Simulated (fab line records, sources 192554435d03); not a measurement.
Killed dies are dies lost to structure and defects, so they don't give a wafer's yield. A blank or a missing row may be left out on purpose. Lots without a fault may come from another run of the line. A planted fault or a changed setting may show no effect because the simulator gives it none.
Problem report in the 8D (eight disciplines) form, filled by code | flow n5_finfet | the parts of the form that need people (team, actions taken, sign-off) are left out

1. THE PROBLEM
oes_product_au at N5_BEOL_M10_VIA_ETCH_34 reads a mean of 0.29 a.u. on 6 wafers of 2 lots; wafers without a fault read 0.81 a.u. with a standard deviation of 0.088. That is -5.9 standard deviations from the usual mean.
The step: etches SiCOH lowk in C4F6/O2, target depth 184.5 nm, time 69.2 s.
First seen on wafer L211.2, day 15 23:40, on rie_diel-06. The record holds 22 wafers of 8 lots with a number at this step. Rule for "out", or "out of limits": more than 4 standard deviations from the usual mean. The other wafers with a number count as sound.

2. WHAT IT IS AND WHAT IT IS NOT
question                    | is                     | is not
which readings at this step | oes_product_au         | C4F6_flow_sccm, O2_flow_sccm, drypump_motor_current_A, rf_vpp_V, showerhead_plenum_p_Torr, throttle_valve_pct
which lots                  | L211, L213             | L197, L203, L204, L215, L216, L217
which wafers of those lots  | all that have a number | -
read on which tools         | rie_diel-06            | rie_diel-04, rie_diel-05
when                        | from day 15 23:40      | up to then (9 sound wafers); but 7 sound wafers of L215, L216, L217 came after

3. SUSPECTS, AND WHAT RULES EACH OUT
Counting: a tool at a process step up to the reading stays a suspect if it ran every lot that is out and no sound lot after the first of them.
- rie_diel-06 at N5_BEOL_M10_ETCH_66 (etches SOC in N2/H2, target depth 120 nm, overetch 24 nm, time 180 s): ruled out as a lasting fault. Sound lots L216 ran on it after its first lot that is out, L211 (day 15 23:33).
- rie_diel-06 at N5_BEOL_M10_VIA_ETCH_34 (etches SiCOH lowk in C4F6/O2, target depth 184.5 nm, time 69.2 s): ruled out as a lasting fault. Sound lots L216 ran on it after its first lot that is out, L211 (day 15 23:40).
Left after counting: nothing in the record.

4. THE CAUSE (what the simulator had put in)
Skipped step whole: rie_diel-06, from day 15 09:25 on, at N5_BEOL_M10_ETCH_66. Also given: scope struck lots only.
Counting ruled it out, wrongly.

5. THE CHAIN OF EFFECTS, in route order
Each row: a reading whose mean over the struck wafers that have a number lies more than 3 standard deviations from the usual. Only readings for which the record gives a usual standard deviation are gone through. hours: the time from each lot's start at the first step in this table that gives one to its start at this step, as a median over the lots. sigmas: the change in usual standard deviations.
hours | step                    | reading              | usual     | on struck wafers | change | sigmas
0     | N5_BEOL_M10_VIA_ETCH_34 | oes_product_au       | 0.81 a.u. | 0.29             | -0.52  | -5.9
56    | N5_PASSIVATION_PROBE_49 | defect_limited_yield | 91.0 %    | 0.0              | -91.0  | -57
56    | N5_PASSIVATION_PROBE_49 | killed_at_M4_up      | 14        | 1071             | +1057  | +99 or more
56    | N5_PASSIVATION_PROBE_49 | killed_dies          | 106       | 1180             | +1074  | +57
56    | N5_PASSIVATION_PROBE_49 | killed_on_rim        | 14        | 152              | +138   | +34
56    | N5_PASSIVATION_PROBE_49 | sort_bin_5_function  | 5.3 %     | 95.7             | +90.4  | +90
56    | N5_PASSIVATION_PROBE_49 | sort_n_pass          | 1073      | 0                | -1073  | -56
56    | N5_PASSIVATION_PROBE_49 | sort_yield_pct       | 91.0 %    | 0.0              | -91.0  | -57
The process steps in it:
- N5_BEOL_M10_VIA_ETCH_34: etches SiCOH lowk in C4F6/O2, target depth 184.5 nm, time 69.2 s.
- N5_PASSIVATION_PROBE_49
Readings that are blank on the struck wafers while sound wafers have them: bias_w at N5_BEOL_M10_ETCH_66; chamber_pressure_mTorr at N5_BEOL_M10_ETCH_66; drypump_motor_current_A at N5_BEOL_M10_ETCH_66; oes_product_au at N5_BEOL_M10_ETCH_66; rf_vpp_V at N5_BEOL_M10_ETCH_66; showerhead_plenum_p_Torr at N5_BEOL_M10_ETCH_66; throttle_valve_pct at N5_BEOL_M10_ETCH_66.

6. WHAT WOULD HAVE CAUGHT IT SOONER
In this record the first reading out of limits was taken at day 15 23:40, 14 hours after the fault began at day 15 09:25.
At N5_BEOL_M10_ETCH_66 the tool's readings are blank on the struck wafers, where sound wafers have them: an empty tool record is the first sign, and it was there at once.
